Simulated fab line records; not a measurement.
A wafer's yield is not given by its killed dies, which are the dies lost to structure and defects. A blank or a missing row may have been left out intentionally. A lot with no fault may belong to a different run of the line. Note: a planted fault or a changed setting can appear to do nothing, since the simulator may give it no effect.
Which tool is to blame? :: flow nand harc :: 13 lots with 38 wafers sampled at 6 steps, on a route of 1159 steps

## WHAT THE GAUGES SHOWED, per wafer
NHARC_A_SGD_CUT_CD_MEAS_09: the cd target is 100 nm.
lot: L475
measured: day 13 04:02
on: cd sem-03
cd nm (nm): 100.4 99.1 100.9

lot: L477
measured: day 14 07:02
on: cd sem-03
cd nm (nm): 100.5 100.2 100.2

lot: L476
measured: day 14 07:23
on: cd sem-01
cd nm (nm): 100.1 101.0 101.1

lot: L480
measured: day 14 15:50
on: cd sem-03
cd nm (nm): 99.2 99.4 99.6

lot: L479
measured: day 14 22:32
on: cd sem-01
cd nm (nm): 99.3 99.8 98.5

lot: L481
measured: day 15 10:23
on: cd sem-01
cd nm (nm): 99.7 100.0 100.3

lot: L483
measured: day 15 10:36
on: cd sem-03
cd nm (nm): 99.6 99.3 99.8

lot: L482
measured: day 16 03:37
on: cd sem-03
cd nm (nm): 98.8 99.3 100.7

lot: L484
measured: day 16 03:52
on: cd sem-01
cd nm (nm): 100.6 99.2 99.5

lot: L488
measured: day 16 16:17
on: cd sem-03
cd nm (nm): 101.0 99.8 100.2

lot: L487
measured: day 16 15:53
on: cd sem-03
cd nm (nm): 99.0 99.7 99.5

lot: L490
measured: day 17 12:37
on: cd sem-02
cd nm (nm): 99.5 100.0 99.5

lot: L493
measured: day 17 23:07
on: cd sem-02
cd nm (nm): 99.8 100.4

NHARC_END_SORT_01.
lot: L480
measured: day 19 16:37
on: prober-02
killed at array: 18
killed at other: 0
killed at periphery: 5
killed dies: 23
killed open: 4
killed short: 0

lot: L481
measured: day 20 22:55
on: prober-01
killed at array: 32 21 36
killed at other: 0 0 0
killed at periphery: 3 4 6
killed dies: 35 25 42
killed open: 3 3 8
killed short: 0 4 4

lot: L482
measured: day 21 11:04
on: prober-02
killed at array: 21 35 24
killed at other: 3 1 0
killed at periphery: 6 4 1
killed dies: 30 40 25
killed open: 4 7 2
killed short: 2 3 3

lot: L484
measured: day 21 18:49
on: prober-02
killed at array: 26 23 31
killed at other: 1 2 1
killed at periphery: 3 2 3
killed dies: 30 27 35
killed open: 5 3 8
killed short: 2 0 1

lot: L493
measured: day 24 13:59
on: prober-02
killed at array: 22 52
killed at other: 0 0
killed at periphery: 2 1
killed dies: 24 53
killed open: 3 2
killed short: 1 2

## EACH LOT AND THE TOOL THAT RAN IT (in order: tool; ch and the chambers of the sampled wafers; start)
lot: L475
NHARC_A_STAIRCASE_STRIP_172: wet bench-07 ch 1,3,7, day 10 04:30
NHARC_A_STAIRCASE_STRIP_446: plasma asher-01 ch 0,1, day 13 00:40
NHARC_A_STAIRCASE_CMP_152: cmp-02 ch 0,3, day 13 01:30
NHARC_A_SGD_CUT_DESCUM_14: rie diel-02 ch 1,2,3, day 13 04:14

lot: L477
NHARC_A_STAIRCASE_STRIP_172: wet bench-04 ch 0,4,6, day 11 04:17
NHARC_A_STAIRCASE_STRIP_446: plasma asher-01 ch 0,1, day 14 03:35
NHARC_A_STAIRCASE_CMP_152: cmp-04 ch 0,1,2, day 14 04:29
NHARC_A_SGD_CUT_DESCUM_14: rie diel-04 ch 0,1,3, day 14 07:14

lot: L476
NHARC_A_STAIRCASE_STRIP_172: wet bench-02 ch 3,6,7, day 11 04:22
NHARC_A_STAIRCASE_STRIP_446: plasma asher-02 ch 0,1, day 14 04:02
NHARC_A_STAIRCASE_CMP_152: cmp-03 ch 1,2, day 14 04:52
NHARC_A_SGD_CUT_DESCUM_14: rie diel-04 ch 1,3, day 14 07:34

lot: L480
NHARC_A_STAIRCASE_STRIP_172: wet bench-07 ch 1,3,4, day 11 17:21
NHARC_A_STAIRCASE_STRIP_446: plasma asher-01 ch 0,1, day 14 11:50
NHARC_A_STAIRCASE_CMP_152: cmp-03 ch 1,2, day 14 12:40
NHARC_A_SGD_CUT_DESCUM_14: rie diel-01 ch 0,2,3, day 14 16:02

lot: L479
NHARC_A_STAIRCASE_STRIP_172: wet bench-04 ch 0,2,7, day 11 22:23
NHARC_A_STAIRCASE_STRIP_446: plasma asher-02 ch 0,1, day 14 18:55
NHARC_A_STAIRCASE_CMP_152: cmp-04 ch 0,1, day 14 19:44
NHARC_A_SGD_CUT_DESCUM_14: rie diel-01 ch 1,2,3, day 14 22:44

lot: L481
NHARC_A_STAIRCASE_STRIP_172: wet bench-02 ch 0,1,2, day 12 06:50
NHARC_A_STAIRCASE_STRIP_446: plasma asher-02 ch 0,1, day 15 06:50
NHARC_A_STAIRCASE_CMP_152: cmp-02 ch 1,2,3, day 15 07:43
NHARC_A_SGD_CUT_DESCUM_14: rie diel-01 ch 0,1,3, day 15 10:35

lot: L483
NHARC_A_STAIRCASE_STRIP_172: wet bench-04 ch 4,5,6, day 12 13:55
NHARC_A_STAIRCASE_STRIP_446: plasma asher-01 ch 0,1, day 15 07:16
NHARC_A_STAIRCASE_CMP_152: cmp-04 ch 0,2,3, day 15 08:01
NHARC_A_SGD_CUT_DESCUM_14: rie diel-02 ch 0,2,3, day 15 10:48

lot: L482
NHARC_A_STAIRCASE_STRIP_172: wet bench-04 ch 3,4,7, day 12 14:11
NHARC_A_STAIRCASE_STRIP_446: plasma asher-02 ch 0,1, day 16 00:05
NHARC_A_STAIRCASE_CMP_152: cmp-04 ch 1,2,3, day 16 01:01
NHARC_A_SGD_CUT_DESCUM_14: rie diel-04 ch 0,3, day 16 03:49

lot: L484
NHARC_A_STAIRCASE_STRIP_172: wet bench-07 ch 0,4,6, day 13 00:43
NHARC_A_STAIRCASE_STRIP_446: plasma asher-01 ch 0,1, day 16 00:13
NHARC_A_STAIRCASE_CMP_152: cmp-03 ch 0,1,3, day 16 01:05
NHARC_A_SGD_CUT_DESCUM_14: rie diel-02 ch 1,2, day 16 04:04

lot: L488
NHARC_A_STAIRCASE_STRIP_172: wet bench-04 ch 3,4,5, day 13 17:46
NHARC_A_STAIRCASE_STRIP_446: plasma asher-02 ch 0,1, day 16 12:58
NHARC_A_STAIRCASE_CMP_152: cmp-04 ch 1,2,3, day 16 13:49
NHARC_A_SGD_CUT_DESCUM_14: rie diel-02 ch 0,2,3, day 16 16:29

lot: L487
NHARC_A_STAIRCASE_STRIP_172: wet bench-04 ch 1,4,6, day 13 21:27
NHARC_A_STAIRCASE_STRIP_446: plasma asher-02 ch 0,1, day 16 12:38
NHARC_A_STAIRCASE_CMP_152: cmp-03 ch 1,2,3, day 16 13:30
NHARC_A_SGD_CUT_DESCUM_14: rie diel-04 ch 1,3, day 16 16:05

lot: L490
NHARC_A_STAIRCASE_STRIP_172: wet bench-04 ch 2,3,4, day 14 09:34
NHARC_A_STAIRCASE_STRIP_446: plasma asher-02 ch 0,1, day 17 09:04
NHARC_A_STAIRCASE_CMP_152: cmp-02 ch 0,1, day 17 09:56
NHARC_A_SGD_CUT_DESCUM_14: rie diel-02 ch 0,1,2, day 17 12:49

lot: L493
NHARC_A_STAIRCASE_STRIP_172: wet bench-07 ch 0,7, day 14 23:29
NHARC_A_STAIRCASE_STRIP_446: plasma asher-02 ch 1, day 17 19:50
NHARC_A_STAIRCASE_CMP_152: cmp-02 ch 2, day 17 20:34
NHARC_A_SGD_CUT_DESCUM_14: rie diel-01 ch 3, day 18 03:58
- NHARC_A_STAIRCASE_STRIP_172: strips in SPM, time 900 s.
- NHARC_A_STAIRCASE_STRIP_446: strips in O2.
- NHARC_A_STAIRCASE_CMP_152: polishes.
- NHARC_A_SGD_CUT_DESCUM_14: chemistry O2, time 3 s.

## AS READ BY THE TOOLS THEMSELVES (means over the sampled wafers that have a number; for cases with no such wafer, the mark the record gives instead)
NHARC_A_STAIRCASE_STRIP_446.
lot: L475
tool: plasma asher-01
drypump motor current A (A): 6.0
heater power w (W): 361

lot: L477
tool: plasma asher-01
drypump motor current A (A): 6.0
heater power w (W): 364

lot: L476
tool: plasma asher-02
drypump motor current A (A): 5.3
heater power w (W): 345

lot: L480
tool: plasma asher-01
drypump motor current A (A): 6.0
heater power w (W): 343

lot: L479
tool: plasma asher-02
drypump motor current A (A): 5.4
heater power w (W): 355

lot: L481
tool: plasma asher-02
drypump motor current A (A): 5.3
heater power w (W): 348

lot: L483
tool: plasma asher-01
drypump motor current A (A): 6.0
heater power w (W): 335

lot: L482
tool: plasma asher-02
drypump motor current A (A): 5.4
heater power w (W): 360

lot: L484
tool: plasma asher-01
drypump motor current A (A): 6.0
heater power w (W): 341

lot: L488
tool: plasma asher-02
drypump motor current A (A): 5.4
heater power w (W): 341

lot: L487
tool: plasma asher-02
drypump motor current A (A): 5.4
heater power w (W): 339

lot: L490
tool: plasma asher-02
drypump motor current A (A): 5.3
heater power w (W): 342

lot: L493
tool: plasma asher-02
drypump motor current A (A): 5.5
heater power w (W): 345

NHARC_A_STAIRCASE_CMP_152.
lot: L475
tool: cmp-02
motor current A (A): 11.7
retaining ring pressure frac: 1.005

lot: L477
tool: cmp-04
motor current A (A): 12.1
retaining ring pressure frac: 1.002

lot: L476
tool: cmp-03
motor current A (A): 12.6
retaining ring pressure frac: 0.998

lot: L480
tool: cmp-03
motor current A (A): 12.7
retaining ring pressure frac: 0.999

lot: L479
tool: cmp-04
motor current A (A): 12.3
retaining ring pressure frac: 0.997

lot: L481
tool: cmp-02
motor current A (A): 13.2
retaining ring pressure frac: 1.004

lot: L483
tool: cmp-04
motor current A (A): 12.2
retaining ring pressure frac: 0.998

lot: L482
tool: cmp-04
motor current A (A): 12.1
retaining ring pressure frac: 1.000

lot: L484
tool: cmp-03
motor current A (A): 12.2
retaining ring pressure frac: 1.005

lot: L488
tool: cmp-04
motor current A (A): 11.6
retaining ring pressure frac: 1.000

lot: L487
tool: cmp-03
motor current A (A): 12.6
retaining ring pressure frac: 0.996

lot: L490
tool: cmp-02
motor current A (A): 12.2
retaining ring pressure frac: 1.006

lot: L493
tool: cmp-02
motor current A (A): 13.4
retaining ring pressure frac: 1.008

NHARC_A_SGD_CUT_DESCUM_14.
lot: L475
tool: rie diel-02
drypump motor current A (A): 5.6
oes product au (a.u.): 0.998
rf vpp V (V): 58.0
showerhead plenum p Torr (Torr): 1.99
throttle valve pct (%): 11.306

lot: L477
tool: rie diel-04
drypump motor current A (A): 5.5
oes product au (a.u.): 0.992
rf vpp V (V): 57.5
showerhead plenum p Torr (Torr): 1.93
throttle valve pct (%): 11.314

lot: L476
tool: rie diel-04
drypump motor current A (A): 5.3
oes product au (a.u.): 0.990
rf vpp V (V): 57.8
showerhead plenum p Torr (Torr): 1.90
throttle valve pct (%): 11.316

lot: L480
tool: rie diel-01
drypump motor current A (A): 5.9
oes product au (a.u.): 0.988
rf vpp V (V): 56.9
showerhead plenum p Torr (Torr): 1.92
throttle valve pct (%): 11.311

lot: L479
tool: rie diel-01
drypump motor current A (A): 6.1
oes product au (a.u.): 0.985
rf vpp V (V): 57.6
showerhead plenum p Torr (Torr): 1.95
throttle valve pct (%): 11.310

lot: L481
tool: rie diel-01
drypump motor current A (A): 5.9
oes product au (a.u.): 0.980
rf vpp V (V): 58.6
showerhead plenum p Torr (Torr): 1.95
throttle valve pct (%): 11.317

lot: L483
tool: rie diel-02
drypump motor current A (A): 5.9
oes product au (a.u.): 0.999
rf vpp V (V): 57.4
showerhead plenum p Torr (Torr): 1.94
throttle valve pct (%): 11.309

lot: L482
tool: rie diel-04
drypump motor current A (A): 5.5
oes product au (a.u.): 0.996
rf vpp V (V): 58.0
showerhead plenum p Torr (Torr): 1.96
throttle valve pct (%): 11.319

lot: L484
tool: rie diel-02
drypump motor current A (A): 5.4
oes product au (a.u.): 1.003
rf vpp V (V): 58.5
showerhead plenum p Torr (Torr): 1.96
throttle valve pct (%): 11.302

lot: L488
tool: rie diel-02
drypump motor current A (A): 5.9
oes product au (a.u.): 0.993
rf vpp V (V): 57.5
showerhead plenum p Torr (Torr): 1.94
throttle valve pct (%): 11.308

lot: L487
tool: rie diel-04
drypump motor current A (A): 5.3
oes product au (a.u.): 0.996
rf vpp V (V): 57.5
showerhead plenum p Torr (Torr): 1.94
throttle valve pct (%): 11.311

lot: L490
tool: rie diel-02
drypump motor current A (A): 5.7
oes product au (a.u.): 1.008
rf vpp V (V): 57.7
showerhead plenum p Torr (Torr): 1.91
throttle valve pct (%): 11.309

lot: L493
tool: rie diel-01
drypump motor current A (A): 5.5
oes product au (a.u.): 1.016
rf vpp V (V): 57.9
showerhead plenum p Torr (Torr): 1.86
throttle valve pct (%): 11.303

## THE ANSWER, worked out from the rows above alone
Rule: what is usual is taken from the lots themselves. Put in order of their means at a reading, lots are off if they are a third of the lots or fewer, leave a main group of 4 or more, and stand apart from it by a gap of 3 or more times the standard deviation of the main group's means; of several such gaps the widest counts. The tables above print the reading to a certain number of digits; a main group whose means all agree to those digits is not used. A lot without any number at a reading at which 4 lots or more have one is off too. Where the step has rows for the other lots, those lots are counted as sound. Order of review: gauges by route order, followed by the tools' own readings, for which a lot's mean as printed above is used. The first step at which some lot is off is used, and at that step the reading that is off furthest; a lot without a number counts as furthest.
Off: L493, at NHARC_END_SORT_01 (killed open). Mean 4.6 and standard deviation 0.49 in the main group. Neither off nor sound, because the step has no rows for them: L475, L477, L476, L479, L483, L488, L487, L490.
A tool fits if, at a process step before that reading, it ran every lot that is off, and no sound lot after the first of them. Gauges at NHARC_END_SORT_01: tried the same way as those tools. Can't be told from this: 5 tools fit, wet bench-07 at NHARC_A_STAIRCASE_STRIP_172, plasma asher-02 at NHARC_A_STAIRCASE_STRIP_446, cmp-02 at NHARC_A_STAIRCASE_CMP_152, rie diel-01 at NHARC_A_SGD_CUT_DESCUM_14, prober-02 at NHARC_END_SORT_01.

## WHAT THE SIMULATOR PUT IN
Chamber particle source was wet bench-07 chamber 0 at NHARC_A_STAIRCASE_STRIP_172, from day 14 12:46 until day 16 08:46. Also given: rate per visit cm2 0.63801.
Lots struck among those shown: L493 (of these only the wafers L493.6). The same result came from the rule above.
